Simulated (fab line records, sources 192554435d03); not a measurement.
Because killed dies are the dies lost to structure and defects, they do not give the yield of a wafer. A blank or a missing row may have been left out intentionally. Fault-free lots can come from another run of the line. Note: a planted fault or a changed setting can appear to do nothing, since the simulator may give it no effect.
Chamber matching / flow n5-finfet / N5_BEOL_M14_ETCH_59 on rie-diel-05 has 4 sister chambers
The step etches BARC in N2/H2, target depth 89 nm, overetch 26.7 nm, time 67.9 s. 4 wafers are shown with their chamber, then 12 later ones without.

## EACH WAFER AND ITS CHAMBER
wafer=L085.4; chamber=0; showerhead-plenum-p-Torr (Torr)=2.58
wafer=L085.5; chamber=1; showerhead-plenum-p-Torr (Torr)=2.61
wafer=L091.3; chamber=3; showerhead-plenum-p-Torr (Torr)=2.45
wafer=L091.4; chamber=2; showerhead-plenum-p-Torr (Torr)=2.56

## WAFERS WITHOUT THEIR CHAMBER
wafer=L087.2; showerhead-plenum-p-Torr (Torr)=2.45
wafer=L087.4; showerhead-plenum-p-Torr (Torr)=2.45
wafer=L087.6; showerhead-plenum-p-Torr (Torr)=2.57
wafer=L092.2; showerhead-plenum-p-Torr (Torr)=2.55
wafer=L092.3; showerhead-plenum-p-Torr (Torr)=2.45
wafer=L092.5; showerhead-plenum-p-Torr (Torr)=2.45
wafer=L095.1; showerhead-plenum-p-Torr (Torr)=2.45
wafer=L095.2; showerhead-plenum-p-Torr (Torr)=2.55
wafer=L095.3; showerhead-plenum-p-Torr (Torr)=2.57
wafer=L096.1; showerhead-plenum-p-Torr (Torr)=2.60
wafer=L096.2; showerhead-plenum-p-Torr (Torr)=2.56
wafer=L096.6; showerhead-plenum-p-Torr (Torr)=2.60

## CHAMBER TAKEN BY EACH
wafer=L087.2; from the rows above=3; in truth=3
wafer=L087.4; from the rows above=3; in truth=3
wafer=L087.6; from the rows above=can't be placed: 2 or 0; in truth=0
wafer=L092.2; from the rows above=2; in truth=2
wafer=L092.3; from the rows above=3; in truth=3
wafer=L092.5; from the rows above=3; in truth=3
wafer=L095.1; from the rows above=3; in truth=3
wafer=L095.2; from the rows above=2; in truth=2
wafer=L095.3; from the rows above=can't be placed: 2 or 0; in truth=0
wafer=L096.1; from the rows above=can't be placed: 1 or 0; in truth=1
wafer=L096.2; from the rows above=2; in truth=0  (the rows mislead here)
wafer=L096.6; from the rows above=can't be placed: 1 or 0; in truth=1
7 of 12 placed correctly. From these rows, 4 cannot be placed; in 4 the true chamber is one of the candidates. Wrongly placed: 1.
How it was worked out, from the rows above alone: a wafer's distance from a chamber is the root of the sum, over the readings, of the square of ((its reading less the chamber's mean) divided by the reading's scatter). The wafer belongs to the nearest chamber; if the next one is less than 2 further off, it can't be placed. For every chamber, the mean is computed from those of its wafers that are shown. The scatter (one wafer shown for each chamber): square how far every hidden wafer sits from the nearest shown wafer, average those squares and take the square root.
